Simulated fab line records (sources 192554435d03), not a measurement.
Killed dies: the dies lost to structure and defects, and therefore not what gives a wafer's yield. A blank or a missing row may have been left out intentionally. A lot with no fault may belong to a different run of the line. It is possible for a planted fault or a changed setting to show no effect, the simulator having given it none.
Comparing a struck lot with a sound one    flow n5_finfet    36 steps out of a route of 1938
Sound: the wafers L576.2, L576.5, L576.6. Struck: wafer L567.2 (left out: L567.4, a lot-mate that was not struck); the cause follows at the end.
Per side, at each step with rows, come the tool, then ch with its chambers, and then its first start. Under that, the readings that differ: sound wafers    struck wafers    difference of the means    sigmas: that difference in standard deviations of wafers without a fault.
alike: a reading whose means differ by less than 2 such deviations, as well as words and numbers matching on both sides. not compared: withheld readings; readings where some wafer has no value; bounds like >300 that might hide an equal value; numbers whose values overlap and for which the record gives no deviation.
The two part at a step that has a row with sigmas, a row that says differs or no value, or rows on one side only. Non-overlapping numbers with no deviation appear without sigmas and do not part them. Lack of a reading on every wafer of one side parts them only where that side has two or more wafers.

first, 9 steps without rows for these wafers: N5_BEOL_M9_ALD_74 (deposits TaN, target thk 2 nm, pulse time 2 s, purge time 3 s); N5_BEOL_M9_SURFACE_TREAT_79; N5_BEOL_M9_CVD_78 (deposits Co from CCTBA/H2, target thk 2 nm, time 138.9 s); N5_BEOL_M9_SPUTTER_48 (material Cu, target thk 12 nm, time 2 s); N5_BEOL_M9_ECD_50 (material Cu, target thk 318 nm); N5_BEOL_M9_ANNEAL_51 (time 90 s); N5_BEOL_M9_CMP_52 (polishes, stops on SiCOH lowk, t overpolish 7 s, target thk 140 nm); N5_BEOL_M9_PRE_CLEAN_55 (time 15 s); N5_BEOL_M9_DEP_56 (deposits SiCN from 3MS/NH3, target thk 15 nm, time 26.5 s).
N5_BEOL_M10_ILD_DEP_00: deposits SiCOH lowk from DEMS/porogen, target thk 308.51 nm, time 58 s.
  sound on pecvd-03 ch 1,2, day 15 21:19; struck on pecvd-02 ch 2, day 13 06:55
reading                                              sound              struck  difference  sigmas
run_length_s (s)                                     101.1 100.1 101.2  106.9   +6.1        +15
showerhead_vpp_V (V)                                 1414 1498 1432     1330    -118        -2
model.SiCOH_lowk_of_BEOL_M10_ILD_DEP_00.thk_nm (nm)  309.2 305.6 311    342.4   +33.8       
  alike: heater_power_w, rf_fwd_power_W, showerhead_plenum_p_Torr, throttle_valve_pct
then, 1 step without rows for these wafers: N5_BEOL_M10_CURE_71 (cures SiCOH lowk, time 240 s).
N5_BEOL_M10_THK_MEAS_01:
  sound: film_metro-01 at day 15 21:55; struck: film_metro-01 at day 13 07:31
reading           sound        struck  difference  sigmas
M10_ILD_THK (nm)  268 266 270  298     +30         +8
then, 23 steps without rows for these wafers: N5_BEOL_M10_PECVD_70 (deposits SiO2 from TEOS/O2, target thk 20 nm, time 22.7 s); N5_BEOL_M10_HM_DEP_02 (deposits TiN, target thk 20 nm); N5_BEOL_M10_COAT_59 (time 60 s, resist thk 100 nm); N5_BEOL_M10_COAT_60 (time 60 s, resist thk 30 nm); N5_BEOL_M10_COAT_05 (resist thk 90 nm); N5_BEOL_M10_EBR_07; N5_BEOL_M10_SOFTBAKE_06 (time 60 s); N5_BEOL_M10_EXPOSE_08 (exposes mask M10); N5_BEOL_M10_PEB_09 (peb time 60 s); N5_BEOL_M10_DEVELOP_10 (develop time 30 s); N5_BEOL_M10_DESCUM_16 (chemistry O2, time 7.9 s); N5_BEOL_M10_ETCH_61 (etches SiARC in CF4, target depth 39 nm, time 65 s); N5_BEOL_M10_ETCH_62 (etches SOC in N2/H2, target depth 110 nm, overetch 22 nm, time 165 s); N5_BEOL_M10_STRIP_68 (strips in N2/H2); N5_BEOL_M10_STRIP_67 (strips in CF4); N5_BEOL_M10_HM_OPEN_17 (chemistry Cl2/BCl3, target TiN, target depth 20 nm, overetch 6 nm); N5_BEOL_M10_STRIP_19 (strips in O2); N5_BEOL_M10_COAT_63 (time 60 s, resist thk 100 nm); N5_BEOL_M10_COAT_64 (time 60 s, resist thk 30 nm); N5_BEOL_M10_COAT_22 (resist thk 90 nm); N5_BEOL_M10_EBR_24; N5_BEOL_M10_SOFTBAKE_23 (time 60 s); N5_BEOL_M10_EXPOSE_25 (exposes mask V9).
N5_BEOL_M10_CMP_52: polishes, stops on SiCOH lowk, t overpolish 7 s, target thk 140 nm.
  sound on cmp-01 ch 0,1,3, day 16 05:08; struck on cmp-01 ch 0, day 13 14:47
reading                                              sound              struck  difference  sigmas
model.SiCOH_lowk_of_BEOL_M10_ILD_DEP_00.thk_nm (nm)  265.6 262.4 267.2  295     +30         
  alike: head_pressure_psi, motor_current_A

WHERE THEY PART
At N5_BEOL_M10_ILD_DEP_00 first; at N5_BEOL_M10_THK_MEAS_01 last (within this record only). Later steps at which nothing parts them and some readings are alike: N5_BEOL_M10_CMP_52.

WHY: the cause the simulator had injected
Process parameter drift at N5_BEOL_M10_ILD_DEP_00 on pecvd-02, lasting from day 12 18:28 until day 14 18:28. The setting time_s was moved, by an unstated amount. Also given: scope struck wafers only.
